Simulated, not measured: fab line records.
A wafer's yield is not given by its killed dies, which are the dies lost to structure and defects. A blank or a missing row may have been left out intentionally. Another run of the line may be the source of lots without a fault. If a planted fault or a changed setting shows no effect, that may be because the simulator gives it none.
Comparing a struck lot with a sound one / flow n5-finfet / 13 out of 1938 route steps
Sound: these wafers, L136.1, L136.5. Wafers L134.2, L134.3, L134.4 were the ones struck. The cause is given at the end.
Per side, at each step with rows, come the tool, then ch with its chambers, and then its first start. Under that, the readings that differ: sound wafers / struck wafers / difference of the means / sigmas: that difference in standard deviations of wafers without a fault.
alike: a reading whose means differ by less than 2 such deviations, as well as words and numbers matching on both sides. not compared: withheld readings; readings where some wafer has no value; bounds like >300 that might hide an equal value; numbers whose values overlap and for which the record gives no deviation.
The two part at a step that has a row with sigmas, a row that says differs or no value, or rows on one side only. Numbers that don't overlap but have no deviation are shown without sigmas and don't part them. A reading that every wafer of one side lacks parts them only if that side has two wafers or more.

first, 9 steps without rows for these wafers: N5_BEOL_M0_SAQP_PEB_38 (peb time 60 s); N5_BEOL_M0_SAQP_DEVELOP_39 (develop time 30 s); N5_BEOL_M0_SAQP_DESCUM_45 (chemistry O2, time 7 s); N5_BEOL_M0_SAQP_ETCH_88 (etches underlayer in N2/H2, target depth 6.5 nm, time 5.2 s); N5_BEOL_M0_SAQP_ETCH_73 (etches SiARC in CF4, target depth 19.5 nm, time 32.5 s); N5_BEOL_M0_SAQP_CUT_ETCH_46 (etches SOC in N2/H2, target depth 135 nm, overetch 27 nm, time 202.5 s); N5_BEOL_M0_SAQP_STRIP_74 (strips in N2/H2); N5_BEOL_M0_SAQP_STRIP_89 (strips in N2/H2); N5_BEOL_M0_SAQP_ALD_48 (deposits SiO2, target thk 20 nm, pulse time 1 s, co reactant pulse time 1 s).
N5_BEOL_M0_SAQP_ETCH_49: etches SiO2 in CF4/O2, target depth 37 nm.
  sound on rie-diel-03 ch 3, day 10 19:52; struck on rie-diel-01 ch 0,2,3, day 10 12:28
  no value came back on the struck wafers for any of 7 readings (O2_flow_sccm (sccm), bias-w (W) and others); on the sound wafers O2_flow_sccm (sccm) reads 10.03 10.05
reading=model.SOC_of_BEOL_M0_SAQP_COAT_69.thk-nm (nm); sound=71.2 70.8; struck=89.8 89.4 89.6; difference=+18.6; sigmas=
reading=model.BEOL_M0_SAQP.feature-depth-nm (nm); sound=35.8 36.4; struck=30.4 29.8 29.6; difference=-6.2; sigmas=
reading=model.SiARC_of_BEOL_M0_SAQP_COAT_72.thk-nm (nm); sound=0 0; struck=4.6 4.8 4.8; difference=+4.7; sigmas=
  not compared: rf-hours-counter-h
N5_BEOL_M0_SAQP_STRIP_75: strips in CF4.
  sound on rie-diel-03 ch 3, day 10 19:58; struck on rie-diel-01 ch 0,2,3, day 10 12:34
reading=oes-product-au (a.u.); sound=0.162 0.166; struck=0.676 0.834 0.684; difference=+0.567; sigmas=+35
reading=model.SiO2_of_BEOL_M0_SAQP_ALD_48.thk-nm (nm); sound=15.4 14.8; struck=19.6 19.8 19.6; difference=+4.6; sigmas=
  alike: drypump-motor-current-A, rf-vpp-V, showerhead-plenum-p-Torr, throttle-valve-pct
  not compared: rf-hours-counter-h
N5_BEOL_M4_RC_MEAS_101:
  the record has rows for the sound wafers here (prober-01 ch 0, day 12 16:59) and none for the struck ones
-- the record jumps here: 5 days lie between the struck wafers' starts before and after (it left off in module BEOL_M4 and takes up again in module PASSIVATION, whose first step shown is number 1936 of the route) --
N5_PASSIVATION_PROBE_49:
  rows exist in the record for the struck wafers here (prober-02, day 15 19:23), but not for the sound ones

WHERE THEY PART
Earliest at N5_BEOL_M0_SAQP_ETCH_49; latest, in this record, at N5_PASSIVATION_PROBE_49.

WHY: whatever the simulator had introduced
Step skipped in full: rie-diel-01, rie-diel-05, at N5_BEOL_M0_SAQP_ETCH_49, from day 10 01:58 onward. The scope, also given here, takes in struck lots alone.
